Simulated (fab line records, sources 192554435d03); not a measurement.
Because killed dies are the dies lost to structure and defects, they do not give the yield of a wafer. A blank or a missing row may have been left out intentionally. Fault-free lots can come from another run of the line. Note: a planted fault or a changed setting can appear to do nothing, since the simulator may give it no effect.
2 desks, one fault ; flow n5 finfet ; each desk holds nothing but its own numbers, with what lay behind them at the end

THE TOOL OWNER'S DESK: euv scanner-02
The tool's own readings at N5_BEOL_M0_SAQP_EXPOSE_37 (exposes mask M0 CUT1, target cd 30 nm): means of the sampled wafers that have a number, for each lot that ran on this tool. Marked OUT: a lot whose mean sits more than 4 standard deviations from the usual mean, which makes it out of limits; the brackets give that distance.
Columns: A = exposure dose mJ cm2 at N5_BEOL_M0_SAQP_EXPOSE_37, usual 44.72
lot;first seen here;A
L670;day 6 21:49;44.67
L671;day 7 02:21;44.66
L674;day 7 17:58;42.49 (-46) OUT
L675;day 8 10:29;42.96 (-37) OUT
L678;day 9 22:05;43.34 (-29) OUT
This desk finds L674, L675, L678 out of limits, L674 being first, at day 7 17:58 (exposure dose mJ cm2 at N5_BEOL_M0_SAQP_EXPOSE_37). In limits: L670, L671.

METROLOGY DESK
Lot by lot, what the gauges showed, no matter which tool ran the lot: averages of those sampled wafers that carry a number. Marked OUT: a lot whose mean sits more than 4 standard deviations from the usual mean, which makes it out of limits; the brackets give that distance. Readings shown: 7 out of 12 (the first out of limits, and those lying furthest out on some lot).
Columns: A = cd nm at N5_BEOL_M0_SAQP_CD_MEAS_40, usual 29.97 nm; B = M0_CUT1_OVL at N5_BEOL_M0_SAQP_OVL_MEAS_41, usual 0.6 nm; C = IOFF_P at N5_BEOL_M4_RC_MEAS_101, usual 0.21 nA/um; D = ION_P at N5_BEOL_M4_RC_MEAS_101, usual 460 uA/um; E = SS_N at N5_BEOL_M4_RC_MEAS_101, usual 71.6 mV/dec; F = SS_P at N5_BEOL_M4_RC_MEAS_101, usual 73.4 mV/dec; G = VT_P at N5_BEOL_M4_RC_MEAS_101, usual -250 mV
lot;first seen here;A;B;C;D;E;F;G
L669;day 6 16:56;30.13;0.8;0.23;466;71.0;73.3;-247
L670;day 6 21:56;29.96;-0.2;0.21;459;71.0;73.5;-249
L671;day 7 02:28;30.13;0.4;0.22;467;72.4;73.3;-249
L674;day 7 18:06;28.88 (-4.3) OUT;0.2;0.19;459;71.6;72.9;-253
L675;day 8 10:38;29.31;0.0;0.19;457;72.0;73.6;-253
L678;day 9 22:13;29.33;0.9;0.20;455;71.5;73.7;-251
L679;day 10 02:43;29.63;0.2;0.26;472;71.6;73.4;-246
L680;day 10 03:28;30.13;1.6;0.21;462;71.4;73.7;-250
L682;day 10 03:58;29.94;0.9;0.18;448;71.5;72.8;-255
L685;day 10 19:00;29.73;0.6;0.20;455;71.5;74.0;-254
This desk finds L674 out of limits, L674 being first, at day 7 18:06 (cd nm at N5_BEOL_M0_SAQP_CD_MEAS_40). In limits: L669, L670, L671, L675, L678, L679, L680, L682, L685.

BROUGHT TOGETHER
At day 7 17:58, on L674, L675, L678, the tool owner's desk was in a position to raise an alarm.
An alarm was possible from the metrology desk at day 7 18:06, on L674.
The metrology desk holds a record of L675, L678, inside its limits.
Of the lots named, all ran N5_BEOL_M0_SAQP_EXPOSE_37 on euv scanner-02.

WHAT THE SIMULATOR PUT IN
Drift in process parameters on euv scanner-02 at N5_BEOL_M0_SAQP_EXPOSE_37, starting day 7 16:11. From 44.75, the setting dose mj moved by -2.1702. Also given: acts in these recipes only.
Shown lots that were struck: L674, L675, L678.
Time in hours from fault onset to the first out-of-limits reading at each desk: tool owner's desk 2, metrology desk 2.
